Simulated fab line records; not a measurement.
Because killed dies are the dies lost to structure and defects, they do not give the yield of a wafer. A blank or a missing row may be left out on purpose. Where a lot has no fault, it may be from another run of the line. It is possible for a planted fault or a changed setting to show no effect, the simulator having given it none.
Chamber matching :: flow n5_finfet :: rie_diel-02 running N5_BEOL_M11_ETCH_61: 4 sister chambers
The step etches SiARC in CF4, target depth 39 nm, time 65 s. 4 wafers are shown with their chamber, then 10 later ones without.

## EACH WAFER AND ITS CHAMBER
wafer: L089.3
chamber: 0
showerhead_plenum_p_Torr (Torr): 2.20

wafer: L089.5
chamber: 3
showerhead_plenum_p_Torr (Torr): 1.96

wafer: L091.1
chamber: 1
showerhead_plenum_p_Torr (Torr): 2.13

wafer: L091.3
chamber: 2
showerhead_plenum_p_Torr (Torr): 2.26

## WAFERS WHOSE CHAMBER IS MISSING
wafer: L091.5
showerhead_plenum_p_Torr (Torr): 2.13

wafer: L094.2
showerhead_plenum_p_Torr (Torr): 2.20

wafer: L094.4
showerhead_plenum_p_Torr (Torr): 2.12

wafer: L094.5
showerhead_plenum_p_Torr (Torr): 1.95

wafer: L095.2
showerhead_plenum_p_Torr (Torr): 1.95

wafer: L095.5
showerhead_plenum_p_Torr (Torr): 2.20

wafer: L095.6
showerhead_plenum_p_Torr (Torr): 1.95

wafer: L096.2
showerhead_plenum_p_Torr (Torr): 1.95

wafer: L096.3
showerhead_plenum_p_Torr (Torr): 2.20

wafer: L096.5
showerhead_plenum_p_Torr (Torr): 1.95

## CHAMBER TAKEN BY EACH
wafer: L091.5
from the rows above: 1
in truth: 1

wafer: L094.2
from the rows above: 0
in truth: 0

wafer: L094.4
from the rows above: 1
in truth: 1

wafer: L094.5
from the rows above: 3
in truth: 3

wafer: L095.2
from the rows above: 3
in truth: 3

wafer: L095.5
from the rows above: 0
in truth: 0

wafer: L095.6
from the rows above: 3
in truth: 3

wafer: L096.2
from the rows above: 3
in truth: 3

wafer: L096.3
from the rows above: 0
in truth: 0

wafer: L096.5
from the rows above: 3
in truth: 3
Placed correctly: 10 of 10. Number that these rows cannot place: 0. Wrongly placed: 0.
How it was worked out, from the rows above alone: a wafer's distance from a chamber is the root of the sum, over the readings, of the square of ((its reading less the chamber's mean) divided by the reading's scatter). If the next closest chamber is less than 2 further off than the closest, the wafer can't be placed; otherwise it belongs to the closest. Each chamber's mean is taken over the wafers shown for it. The scatter (one wafer shown for each chamber): square how far every hidden wafer sits from the nearest shown wafer, average those squares and take the square root.
